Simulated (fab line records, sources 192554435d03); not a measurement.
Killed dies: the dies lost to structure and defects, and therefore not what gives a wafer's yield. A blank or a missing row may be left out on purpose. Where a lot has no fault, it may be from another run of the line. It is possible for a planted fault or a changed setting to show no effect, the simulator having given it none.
fab line records | flow n5Finfet
[record] lots = 12 wafers = 36 lastDay = 19
route steps=1938 shown BEOL_M8@1385 BEOL_M9@1405 PASSIVATION@1936
lots untouched by any fault: they come from a run of this same line in which no faults occurred
startH: start of the lot's first displayed wafer, in hours after the record's first day | waitH: hours from the lot's prior step to this one | " same as the row above | L1.1+2: one row covering several wafers at once | - no value, or no start given | * or withheld: withheld | < > ~ a bound
route shown NAME@n: NAME is a module with steps in the file, n the number in the route of the first one | usual: mean and standard deviation over wafers with no fault | same: alike in all rows | chamber/n: place in a boat | sites: readings site by site | _std_site: the values' standard deviation | _edge_site: the outer-site mean with the inner-site mean subtracted | radiusMm: for every site, how far away it sits from the centre of the wafer | mask NAME#n: copy n | behind: tool/chamber where the wafer was last shaped | hold: the reason the lot was held/the length of the hold in hours/how it ended | device: the n, p or np transistor that did not switch | end of line: at the end of the route, the tests of the same wafers | for a step that has no rows: nothing shown but its recipe | killed: dies lost to structure and defects at the first sort, not the wafer's yield | map: dies across one wafer; x = killed, . = not, _ = none there
set.NAME: the setting the step ran with; set.NAME@STEP: the setting that earlier step ran with | model.NAME: the simulator's own value behind a step, which no gauge read
one table for each step of the route and one row for each wafer, over a sample of lots
services: the hour from which a tool's chamber was out of use, counted from the record's first day as startH (under 0 if before that day), plus the number of hours and why
[[steps]]
[step N5_BEOL_M8_CD_MEAS_35]
[recipe] targetCdNm = 40 polarity = opening
[usual] cdNm = 40.0/0.66
// columns lot.wafer tool chamber startH waitH cdNm
L824.2 cdSem-02 - 238.25 0.0 38.8
L824.4 " - " " 40.4
L824.5 " - " " 40.1
L826.2 cdSem-02 - 248.41 0.0 38.9
L826.3 " - " " 38.4
L826.6 " - " " 39.0
L828.1 cdSem-03 - 260.27 0.0 41.2
L828.4 " - " " 40.2
L828.5 " - " " 40.7
L829.1 cdSem-03 - 260.31 0.0 38.7
L829.3 " - " " 39.8
L829.6 " - " " 38.9
L835.2 cdSem-01 - 295.84 0.0 39.8
L835.5 " - " " 40.8
L835.6 " - " " 39.4
L837.2 cdSem-01 - 322.77 0.0 40.1
L837.3 " - " " 40.0
L837.4 " - " " 40.2
L838.1 cdSem-03 - 330.65 0.0 39.9
L838.5 " - " " 40.2
L838.6 " - " " 40.2
L840.1 cdSem-01 - 338.26 0.0 39.1
L840.2 " - " " 39.7
L840.4 " - " " 39.4
L841.1 cdSem-02 - 352.99 0.0 39.2
L841.3 " - " " 40.5
L841.5 " - " " 40.6
L843.1 cdSem-01 - 366.55 0.0 39.9
L843.2 " - " " 39.4
L843.5 " - " " 40.6
L844.1 cdSem-03 - 369.33 0.0 39.4
L844.4 " - " " 39.9
L844.5 " - " " 40.2
L846.3 cdSem-03 - 373.45 0.0 40.0
L846.4 " - " " 40.0
L846.5 " - " " 40.5
[step N5_BEOL_M8_SURFACE_TREAT_79]
[recipe] gas = Ar timeS = * ionEnergyEv = * ionCurrentMaCm2 = 0.5 pressureMtorr = * arFlowSccm = 30
[usual] throttleValvePct = *
[same] timeS = *
// columns lot.wafer tool chamber startH waitH throttleValvePct
L824.2 pvdSputter-03 - 239.10 0.2 *
L824.4 " - " " *
L824.5 " - " " *
L826.2 pvdSputter-03 - 249.35 0.2 *
L826.3 " - " " *
L826.6 " - " " *
L828.1 pvdSputter-02 - 261.39 0.2 *
L828.4 " - " " *
L828.5 " - " " *
L829.1 pvdSputter-03 - 261.59 0.2 *
L829.3 " - " " *
L829.6 " - " " *
L835.2 pvdSputter-01 - 296.84 0.3 *
L835.5 " - " " *
L835.6 " - " " *
L837.2 pvdSputter-02 - 323.85 0.5 *
L837.3 " - " " *
L837.4 " - " " *
L838.1 pvdSputter-03 - 331.89 0.4 *
L838.5 " - " " *
L838.6 " - " " *
L840.1 pvdSputter-03 - 340.28 0.2 *
L840.2 " - " " *
L840.4 " - " " *
L841.1 pvdSputter-03 - 354.19 0.3 *
L841.3 " - " " *
L841.5 " - " " *
L843.1 pvdSputter-02 - 368.83 1.7 *
L843.2 " - " " *
L843.5 " - " " *
L844.1 pvdSputter-02 - 370.19 0.2 *
L844.4 " - " " *
L844.5 " - " " *
L846.3 pvdSputter-01 - 374.20 0.2 *
L846.4 " - " " *
L846.5 " - " " *
[step N5_BEOL_M8_PRE_CLEAN_55]
[recipe] gas = NH3 timeS = 15 tempC = withheld rfPowerW = 300
[usual] rfFwdPowerW = 294.6/1.7
[same] timeS = 15
// columns lot.wafer tool chamber startH waitH rfFwdPowerW
L824.2 pecvd-01 2 240.31 0.0 293.3
L824.4 " 2 " " 294.0
L824.5 " 0 " " 295.3
L826.2 pecvd-01 1 252.27 0.0 296.5
L826.3 " 0 " " 295.3
L826.6 " 1 " " 295.8
L828.1 pecvd-02 1 262.47 0.0 292.0
L828.4 " 1 " " 292.1
L828.5 " 0 " " 296.3
L829.1 pecvd-03 2 264.43 0.0 293.2
L829.3 " 1 " " 292.4
L829.6 " 2 " " 294.4
L835.2 pecvd-02 0 300.33 0.0 297.4
L835.5 " 0 " " 298.3
L835.6 " 2 " " 293.3
L837.2 pecvd-02 0 324.97 0.0 298.7
L837.3 " 2 " " 294.9
L837.4 " 0 " " 297.1
L838.1 pecvd-02 2 334.42 0.0 275.7
L838.5 " 1 " " 274.4
L838.6 " 2 " " 274.2
L840.1 pecvd-02 2 341.42 0.0 275.7
L840.2 " 0 " " 278.8
L840.4 " 2 " " 275.3
L841.1 pecvd-03 2 355.45 0.0 294.0
L841.3 " 1 " " 290.8
L841.5 " 2 " " 295.1
L843.1 pecvd-01 0 369.91 0.0 296.8
L843.2 " 1 " " 296.8
L843.5 " 0 " " 297.1
L844.1 pecvd-01 2 371.23 0.0 293.3
L844.4 " 1 " " 296.9
L844.5 " 2 " " 294.5
L846.3 pecvd-03 1 375.25 0.0 292.4
L846.4 " 2 " " 293.8
L846.5 " 0 " " 294.5
[step N5_BEOL_M9_HM_DEP_02]
[recipe] material = TiN targetThkA = 200 tempC = 25 chamberPressurePa = 0.49996
[usual] susceptorTempC = 25.00/0.097 throttleValvePct = 30.2/0.99
// columns lot.wafer tool chamber startH waitH susceptorTempC throttleValvePct
L824.2 pvdSputter-02 - 242.92 1.8 24.89 29.9
L824.4 " - " " 25.02 29.6
L824.5 " - " " 24.99 30.0
L826.2 pvdSputter-01 - 253.63 0.5 25.08 28.1
L826.3 " - " " 24.90 29.9
L826.6 " - " " 24.96 30.3
L828.1 pvdSputter-03 - 264.31 1.0 24.97 29.7
L828.4 " - " " 25.01 30.1
L828.5 " - " " 25.12 30.0
L829.1 pvdSputter-03 - 265.79 0.6 25.03 31.5
L829.3 " - " " 25.09 29.8
L829.6 " - " " 25.17 31.5
L835.2 pvdSputter-02 - 301.74 0.6 25.08 31.7
L835.5 " - " " 25.04 30.0
L835.6 " - " " 25.02 31.9
L837.2 pvdSputter-01 - 330.38 4.1 25.03 30.0
L837.3 " - " " 25.01 30.9
L837.4 " - " " 24.81 30.1
L838.1 pvdSputter-02 - 335.26 0.0 25.08 29.9
L838.5 " - " " 25.05 30.1
L838.6 " - " " 25.12 29.4
L840.1 pvdSputter-01 - 342.86 0.6 24.96 29.9
L840.2 " - " " 25.04 30.1
L840.4 " - " " 25.03 28.2
L841.1 pvdSputter-01 - 356.66 0.4 25.09 30.0
L841.3 " - " " 24.97 30.2
L841.5 " - " " 25.04 30.8
L843.1 pvdSputter-02 - 371.05 0.3 25.23 31.9
L843.2 " - " " 24.98 30.4
L843.5 " - " " 25.06 29.9
L844.1 pvdSputter-03 - 373.68 1.7 24.98 31.5
L844.4 " - " " 24.79 29.8
L844.5 " - " " 24.90 31.6
L846.3 pvdSputter-01 - 381.87 5.8 25.01 28.2
L846.4 " - " " 24.85 30.2
L846.5 " - " " 24.86 30.6
[step N5_PASSIVATION_PROBE_49]
[usual] defectLimitedYield = 91.6/1.4 killed_at_M0_to_M3 = 35/10 killed_at_M4_up = 13/4.8 killedAtContacts = 12/7.2 killedAtFrontEnd = 36/12 killedAtOther = 4/3.1 killedDies = 100/17 killedOpen = 66/13 killedShort = 32/7.3 sort_bin_4_leakage = 0.00/0.0099 sort_bin_5_function = 5.0/0.94 sort_bin_6_memory = 3.1/0.67 sort_bin_8_speed = 0.01/0.047 sortNPass = 1080/17 sortYieldPct = 91.6/1.4
[same] grossDies = 1180 killedAtBackSide = 0
// columns lot.wafer tool chamber startH waitH defectLimitedYield[%] killed_at_M0_to_M3 killed_at_M4_up killedAtContacts killedAtFrontEnd killedAtOther killedDies killedOpen killedShort sort_bin_4_leakage[%] sort_bin_5_function[%] sort_bin_6_memory[%] sort_bin_8_speed[%] sortNPass sortYieldPct[%]
L829.1 prober-02 - 342.21 0.0 92.6 19 13 6 39 10 87 55 30 0 4.6 2.4 0 1093 92.6
L829.3 prober-02 - 342.31 0.1 89.7 45 9 6 55 6 121 82 34 0 5.9 3.8 0 1059 89.7
L829.6 prober-02 - 342.46 0.3 91.9 40 9 5 39 2 95 62 33 0 4.9 3.1 0 1085 91.9
L835.2 prober-02 - 377.10 0.4 91.6 46 14 7 26 6 99 62 36 0 5.0 3.2 0 1081 91.6
L835.5 prober-02 - 377.25 0.5 91.5 42 15 4 38 1 100 59 40 0 5.3 2.6 0 1080 91.5
L835.6 prober-02 - 377.30 0.6 92.6 42 9 4 28 4 87 61 26 0 4.2 3.1 0 1093 92.6
L840.2 prober-01 - 409.19 0.1 92.6 29 12 13 32 1 87 54 29 0 4.6 2.5 0 1093 92.6
L838.1 prober-02 - 418.14 0.0 92.6 20 16 19 28 4 87 64 20 0 4.3 2.8 0.08 1093 92.6
L838.5 prober-02 - 418.34 0.2 91.3 33 8 12 45 5 103 64 36 0 5.2 3.2 0 1077 91.3
L838.6 prober-02 - 418.39 0.3 90.9 33 15 8 39 12 107 77 29 0 5.0 3.6 0 1073 90.9
L841.1 prober-02 - 427.98 0.0 92.2 28 12 5 44 3 92 61 30 0 5.2 2.0 0 1088 92.2
L841.3 prober-02 - 428.08 0.1 92.0 37 16 13 25 3 94 61 33 0 4.9 2.7 0 1086 92.0
L841.5 prober-02 - 428.18 0.2 91.1 23 20 4 56 2 105 80 25 0 5.7 3.1 0 1075 91.1
L843.1 prober-02 - 438.54 0.0 94.6 23 9 6 25 1 64 44 20 0 3.0 1.9 0 1116 94.6
L843.2 prober-02 - 438.59 0.1 93.5 35 10 11 19 2 77 49 28 0 3.4 2.6 0 1103 93.5
L843.5 prober-02 - 438.74 0.2 92.8 38 9 5 31 2 85 56 29 0 3.4 3.6 0 1095 92.8
// killed by level:class
L829.1 STI_FIN_REVEAL:geometricParticle:open=11 GATE_CUT:geometricParticle:short=9 BEOL_M2:geometricParticle:open=5 FIN_SAQP:geometricParticle:short=4 FIN_SAQP:geometricParticle:open=4 BEOL_M0_SAQP:geometricParticle:open=4 MOL_CONTACT_COAG:geometricParticle:open=4 BEOL_M3:geometricParticle:open=4
L829.3 STI_FIN_REVEAL:geometricParticle:open=22 BEOL_M2:geometricParticle:open=11 BEOL_M0_SAQP:geometricParticle:short=10 BEOL_M1:geometricParticle:open=8 GATE_CUT:geometricParticle:short=7 MOL_CONTACT_COAG:geometricParticle:open=6 FIN_SAQP:geometricParticle:short=5 DUMMY_GATE:geometricParticle:open=5
L829.6 BEOL_M3:geometricParticle:open=10 GATE_CUT:geometricParticle:short=8 DUMMY_GATE:geometricParticle:open=7 BEOL_M0_SAQP:geometricParticle:short=7 BEOL_M0:geometricParticle:open=6 GATE_CUT:geometricParticle:open=5 BEOL_M2:geometricParticle:open=5 STI_FIN_REVEAL:geometricParticle:open=4
L835.2 BEOL_M3:geometricParticle:open=14 BEOL_M0_SAQP:geometricParticle:short=13 BEOL_M0_SAQP:geometricParticle:open=10 BEOL_M4:geometricParticle:open=8 FIN_SAQP:geometricParticle:short=7 MOL_CONTACT_COAG:geometricParticle:open=6 FIN_SAQP:geometricParticle:open=5 BEOL_M3:geometricParticle:short=3
L835.5 BEOL_M0_SAQP:geometricParticle:short=13 FIN_SAQP:geometricParticle:short=10 BEOL_M4:geometricParticle:open=9 BEOL_M0_SAQP:geometricParticle:open=7 BEOL_M2:geometricParticle:open=7 FIN_SAQP:geometricParticle:open=6 BEOL_M0:geometricParticle:open=5 STARTING-WAFER:geometricParticle:open=5
L835.6 BEOL_M2:geometricParticle:open=19 ILD0:geometricParticle:short=6 BEOL_M0:geometricParticle:open=6 BEOL_M3:geometricParticle:open=6 DUMMY_GATE:geometricParticle:open=5 BEOL_M0_SAQP:geometricParticle:short=4 FIN_SAQP:geometricParticle:open=3 BEOL_M7:geometricParticle:open=3
L840.2 MOL_CONTACT_COAG:geometricParticle:open=11 STI_FIN_REVEAL:geometricParticle:open=10 BEOL_M0_SAQP:geometricParticle:short=10 BEOL_M0_SAQP:geometricParticle:open=5 BEOL_M3:geometricParticle:open=5 STI_FIN_REVEAL:geometricParticle:short=4 FIN_SAQP:geometricParticle:open=3 BEOL_M0:geometricParticle:open=3
L838.1 MOL_CONTACT_COAG:geometricParticle:open=15 FIN_SAQP:geometricParticle:open=7 BEOL_M3:geometricParticle:open=7 BEOL_M4:geometricParticle:open=6 STI_FIN_REVEAL:geometricParticle:open=5 BEOL_M0_SAQP:geometricParticle:open=5 SPACER0:geometricParticle:open=4 MOL_CONTACT_COAG:geometricParticle:short=4
L838.5 MOL_CONTACT_COAG:geometricParticle:open=10 BEOL_M2:geometricParticle:open=9 DUMMY_GATE:geometricParticle:open=8 FIN_SAQP:geometricParticle:open=7 FIN_SAQP:geometricParticle:short=7 BEOL_M1:geometricParticle:open=6 BEOL_M3:geometricParticle:open=6 GATE_CUT:geometricParticle:short=5
L838.6 BEOL_M2:geometricParticle:open=10 STARTING-WAFER:geometricParticle:open=8 STI_FIN_REVEAL:geometricParticle:open=7 MOL_CONTACT_COAG:geometricParticle:open=7 BEOL_M4:geometricParticle:open=6 FIN_SAQP:geometricParticle:open=5 FIN_SAQP:geometricParticle:short=4 BEOL_M0_SAQP:geometricParticle:short=4
L841.1 BEOL_M2:geometricParticle:open=12 STI_FIN_REVEAL:geometricParticle:open=10 GATE_CUT:geometricParticle:short=8 BEOL_M0_SAQP:geometricParticle:open=6 DUMMY_GATE:geometricParticle:open=5 FIN_SAQP:geometricParticle:short=4 MOL_CONTACT_COAG:geometricParticle:open=4 GATE_CUT:geometricParticle:open=4
L841.3 BEOL_M2:geometricParticle:open=10 MOL_CONTACT_COAG:geometricParticle:open=9 STI_FIN_REVEAL:geometricParticle:open=7 BEOL_M0_SAQP:geometricParticle:open=7 GATE_CUT:geometricParticle:short=5 BEOL_M4:geometricParticle:open=5 MOL_CONTACT_COAG:geometricParticle:short=4 BEOL_M0_SAQP:geometricParticle:short=4
L841.5 STI_FIN_REVEAL:geometricParticle:open=23 BEOL_M4:geometricParticle:open=12 FIN_SAQP:geometricParticle:open=11 BEOL_M0_SAQP:geometricParticle:open=7 STI_FIN_REVEAL:geometricParticle:short=5 GATE_CUT:geometricParticle:short=4 BEOL_M0_SAQP:geometricParticle:short=4 BEOL_M2:geometricParticle:open=4
L843.1 FIN_SAQP:geometricParticle:open=7 FIN_SAQP:geometricParticle:short=6 BEOL_M1:geometricParticle:open=6 MOL_CONTACT_COAG:geometricParticle:open=5 BEOL_M0_SAQP:geometricParticle:open=5 BEOL_M0_SAQP:geometricParticle:short=4 BEOL_M3:geometricParticle:open=3 BEOL_M7:geometricParticle:open=3
L843.2 BEOL_M0_SAQP:geometricParticle:open=11 MOL_CONTACT_COAG:geometricParticle:open=9 FIN_SAQP:geometricParticle:short=5 BEOL_M0_SAQP:geometricParticle:short=5 BEOL_M3:geometricParticle:open=5 BEOL_M2:geometricParticle:open=4 BEOL_M5:geometricParticle:open=4 FIN_SAQP:geometricParticle:open=3
L843.5 BEOL_M0_SAQP:geometricParticle:open=12 BEOL_M2:geometricParticle:open=8 FIN_SAQP:geometricParticle:short=8 BEOL_M0_SAQP:geometricParticle:short=7 FIN_SAQP:geometricParticle:open=4 DUMMY_GATE:geometricParticle:open=4 BEOL_M1:geometricParticle:open=4 BEOL_M5:geometricParticle:open=4
[[services]]
// columns tool chamber startH hours kind
pecvd-02 2 219.65 2.1 scheduledDown
pecvd-03 0 226.34 12.3 repair
pecvd-01 0 226.63 2.1 scheduledDown
pecvd-02 - 240.29 0.7 repair
pecvd-02 2 245.18 15.3 repair
pvdSputter-01 - 272.01 0.5 repair
pecvd-02 2 276.32 5.5 scheduledDown
pecvd-02 1 291.84 19.8 repair
pecvd-03 0 308.66 4.7 repair
pecvd-03 0 334.74 5.5 scheduledDown
pecvd-03 - 337.93 0.8 pm
pecvd-01 - 353.31 0.8 repair
pvdSputter-02 - 375.57 6.0 repair
pvdSputter-03 - 378.12 2.5 repair
[[key]]
[firstSign] step = N5_BEOL_M8_PRE_CLEAN_55 reading = rfFwdPowerW direction = down sigmas = 11 usual = * struck = *
effect none on later readings
metAt N5_BEOL_M8_PRE_CLEAN_55
struckLots L838,L840
notActingAt N5_BEOL_M8_CD_MEAS_35,N5_BEOL_M8_SURFACE_TREAT_79,N5_BEOL_M9_HM_DEP_02
onsetBetween 324.97 334.42
[fault] kind = processParameterDrift tool = pecvd-02 chamber = - onsetH = 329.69 steps = N5_BEOL_M8_PRE_CLEAN_55 channel = rfPowerW offset = * shape = step endH = 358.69 actsIn = * stated = *
